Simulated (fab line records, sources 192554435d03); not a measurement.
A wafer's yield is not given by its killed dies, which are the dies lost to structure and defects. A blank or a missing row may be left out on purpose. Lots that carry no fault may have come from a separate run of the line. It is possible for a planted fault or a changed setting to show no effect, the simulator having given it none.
Matching of chambers	flow n5_finfet	N5_MIM_BOT_ETCH_ETCH_04 on rie_diel-04: 4 sister chambers
The step etches SiNx in CF4/O2, target depth 26 nm, time 13 s. 22 wafers are shown with their chamber, then 11 later ones without.

WAFERS, EACH WITH ITS CHAMBER
wafer	chamber	showerhead_plenum_p_Torr (Torr)	throttle_valve_pct (%)	oes_product_au (a.u.)
L077.3	1	2.12	16.24	0.73
L077.4	0	2.37	15.75	0.94
L077.6	3	2.11	16.17	0.75
L078.1	3	2.10	16.17	0.74
L078.2	0	2.37	15.73	0.92
L078.4	1	2.11	16.28	0.73
L079.1	0	2.37	15.72	0.91
L079.4	2	2.16	16.04	0.94
L079.6	1	2.11	16.28	0.72
L082.2	3	2.10	16.18	0.74
L082.3	2	2.16	16.06	0.95
L082.6	2	2.16	16.06	0.94
L081.2	2	2.16	16.06	0.95
L081.4	1	2.11	16.28	0.72
L081.6	3	2.10	16.17	0.74
L083.3	0	2.37	15.76	0.89
L083.5	0	2.37	15.75	0.89
L083.6	1	2.11	16.30	0.71
L088.1	2	2.16	16.10	0.91
L088.3	1	2.11	16.31	0.71
L088.5	2	2.16	16.10	0.91
L089.1	0	2.36	15.80	0.88

SIGNATURES, as means of the wafers listed above
reading	chamber 0	chamber 1	chamber 2	chamber 3	scatter within a chamber
showerhead_plenum_p_Torr	2.3683	2.1117	2.1600	2.1025	0.00366
throttle_valve_pct	15.7517	16.2817	16.0700	16.1725	0.0234
oes_product_au	0.9050	0.7200	0.9333	0.7425	0.0163
Rule: a wafer's distance from a chamber is the root of the sum, over the readings, of the square of ((its reading less the chamber's mean) divided by the reading's scatter). If the next closest chamber is less than 2 further off than the closest, the wafer can't be placed; otherwise it belongs to the closest. The scatter is the square root of a quotient: the sum, over the shown wafers, of each reading's squared deviation from its chamber's mean, divided by wafers minus chambers.

WAFERS WITH NO CHAMBER GIVEN
wafer	showerhead_plenum_p_Torr (Torr)	throttle_valve_pct (%)	oes_product_au (a.u.)
L089.4	2.36	15.78	0.90
L089.6	2.11	16.31	0.71
L094.1	2.36	15.82	0.87
L094.2	2.09	16.25	0.70
L094.4	2.10	16.34	0.70
L093.3	2.09	16.26	0.70
L093.4	2.15	16.13	0.88
L093.6	2.09	16.26	0.71
L097.1	2.14	16.17	0.85
L097.4	2.10	15.92	0.96
L097.5	2.35	15.84	0.83

WHICH CHAMBER EACH ONE RAN IN
wafer	from the rows above	in truth
L089.4	0	0
L089.6	1	1
L094.1	0	0
L094.2	can't be placed: 3 or 1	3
L094.4	1	1
L093.3	can't be placed: 3 or 1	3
L093.4	2	2
L093.6	can't be placed: 3 or 1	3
L097.1	2	2
L097.4	can't be placed: 3 or 2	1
L097.5	0	0
7 of 11 placed correctly. From these rows, 4 cannot be placed; in 3 the true chamber is one of the candidates. 0 placed wrongly.
